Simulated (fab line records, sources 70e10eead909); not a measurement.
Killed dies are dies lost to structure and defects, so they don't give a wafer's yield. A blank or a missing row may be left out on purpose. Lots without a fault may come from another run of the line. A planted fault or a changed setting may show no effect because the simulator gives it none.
A struck lot beside a sound one | flow nand_harc | 26 steps out of a route of 1159
Sound: wafers L563.3, L563.4, L563.6. Struck: wafers L567.2, L567.4, L567.6. The cause comes at the end.
At each step with rows: each side's tool, then ch and its chambers, then its first start. Under that, the readings that differ: sound wafers | struck wafers | difference of the means | sigmas: that difference in standard deviations of wafers without a fault.
alike: readings whose means differ by less than 2 such deviations, and words and numbers that are the same on both sides. not compared: withheld readings, readings that some wafer has no value for, bounds like >300 that may hide the same value, and numbers for which the record gives no deviation and whose values overlap.
The two part at a step that has a row with sigmas, a row that says differs or no value, or rows on one side only. Numbers that don't overlap but have no deviation are shown without sigmas and don't part them. A reading that every wafer of one side lacks parts them only if that side has two wafers or more.

first, 1 step without rows for these wafers: NHARC_A_BLC_STRIP_29 (strips in CF4).
NHARC_A_BLC_STRIP_21: strips in O2.
  sound on rie_diel-07 ch 0,2, day 19 12:32; struck on rie_diel-03 ch 1,2,3, day 20 11:47
  alike: chamber_pressure_mTorr, drypump_motor_current_A, oes_product_au, rf_vpp_V, showerhead_plenum_p_Torr, throttle_valve_pct
  not compared: rf_hours_counter_h
then, 1 step without rows for these wafers: NHARC_A_BLC_STRIP_22 (strips in post etch residue remover, time 600 s).
NHARC_A_BLC_DEGAS_30: time 60 s.
  sound on pvd_sputter-03, day 19 12:57; struck on pvd_sputter-02, day 20 12:12
  alike: heater_power_w, susceptor_temp_C
then, 1 step without rows for these wafers: NHARC_A_BLC_PRE_CLEAN_31 (time 15 s).
NHARC_A_BLC_PVD_32: deposits Ti, target thk 5 nm, time 17.7 s.
  sound on pvd_sputter-03; struck on pvd_sputter-02
  alike: cathode_dc_power_W, throttle_valve_pct
then, 2 steps without rows for these wafers: NHARC_A_BLC_ALD_23 (deposits TiN, target thk 3 nm, pulse time 1 s, ald cycles 150); NHARC_A_BLC_CVD_24 (deposits W, target thk 150 nm, time 434 s).
NHARC_A_BLC_CMP_25: polishes, t overpolish 30 s, target thk 150 nm.
  sound on cmp-02 ch 0,1, day 19 15:58; struck on cmp-01 ch 1,3, day 20 13:11
  alike: motor_current_A, overpolish_run_s, slurry_flow_ml_min, time_to_endpoint_s
then, 1 step without rows for these wafers: NHARC_A_BLC_SRD_27.
NHARC_A_BLC_INSPECT_28:
  sound on defect_inspect-02, day 19 16:22; struck on defect_inspect-02, day 20 13:34
  alike: raw_defect_count
NHARC_A_M0_DEP_00: deposits SiOC, target thk 150 nm.
  sound on pecvd-04 ch 0,1,2, day 19 16:29; struck on pecvd-04 ch 0,1,2, day 20 13:38
  alike: rf_fwd_power_W
then, 9 steps without rows for these wafers: NHARC_A_M0_DEHYDRATE_01 (time 120 s); NHARC_A_M0_HMDS_02 (time 30 s); NHARC_A_M0_COAT_33 (time 65 s); NHARC_A_M0_COAT_03 (resist thk 90 nm); NHARC_A_M0_SOFTBAKE_04 (time 55 s); NHARC_A_M0_EBR_05; NHARC_A_M0_EXPOSE_06 (exposes mask A M0, target cd 80 nm); NHARC_A_M0_PEB_07 (peb time 65 s); NHARC_A_M0_DEVELOP_08 (develop time 35 s).
NHARC_A_M0_CD_MEAS_09: target cd 80 nm.
  sound on cd_sem-02 ch 0, day 19 17:09; struck on cd_sem-01 ch 0, day 20 14:30
  alike: cd_nm
NHARC_A_M0_OVL_MEAS_10: pitch 160 nm.
  sound on overlay-01, day 19 17:14; struck on overlay-01, day 20 14:35
  alike: overlay_x_nm, overlay_y_nm
NHARC_A_M0_INSPECT_11:
  sound on defect_inspect-01, day 19 17:16; struck on defect_inspect-02, day 20 14:37
  reading          | sound    | struck      | difference | sigmas
  raw_defect_count | 31 19 28 | 932 949 953 | +919       | +77
NHARC_A_M0_DESCUM_14: chemistry O2, time 3 s.
  sound on rie_diel-09 ch 0,2,3, day 19 17:20; struck on rie_diel-13 ch 0,2, day 20 14:41
  alike: chamber_pressure_mTorr, drypump_motor_current_A, oes_product_au, rf_vpp_V, showerhead_plenum_p_Torr, throttle_valve_pct
  not compared: rf_hours_counter_h
NHARC_END_SORT_01:
  sound on prober-02 ch 0, day 21 11:07; struck on prober-02 ch 0, day 22 09:12
  reading                  | sound          | struck         | difference | sigmas
  defect_limited_yield (%) | 95.1 96.9 96.2 | 83.3 87.3 89.7 | -9.3       | -7
  killed_at_array          | 27 16 24       | 111 84 67      | +65        | +7
  killed_dies              | 33 21 26       | 113 86 70      | +63        | +7
  sort_bin_2_pct (%)       | 1.8 0.9 0.4    | 7.5 4.6 4.6    | +4.5       | +8
  sort_bin_3_pct (%)       | 0.30 0 0.15    | 4.14 3.84 2.36 | +3.30      | +19
  sort_n_pass              | 644 656 651    | 564 591 607    | -63        | -7
  sort_rim_yield_pct (%)   | 96.2 98.1 97.2 | 96.2 84.0 86.8 | -8.2       | -4
  sort_yield_pct (%)       | 95.1 96.9 96.2 | 83.3 87.3 89.7 | -9.3       | -7
  alike: killed_at_other, killed_at_periphery, killed_open, killed_short, sort_bin_4_pct

WHERE THEY PART
First at NHARC_A_M0_INSPECT_11; last, within this record, at NHARC_END_SORT_01.

WHY: what the simulator had put in
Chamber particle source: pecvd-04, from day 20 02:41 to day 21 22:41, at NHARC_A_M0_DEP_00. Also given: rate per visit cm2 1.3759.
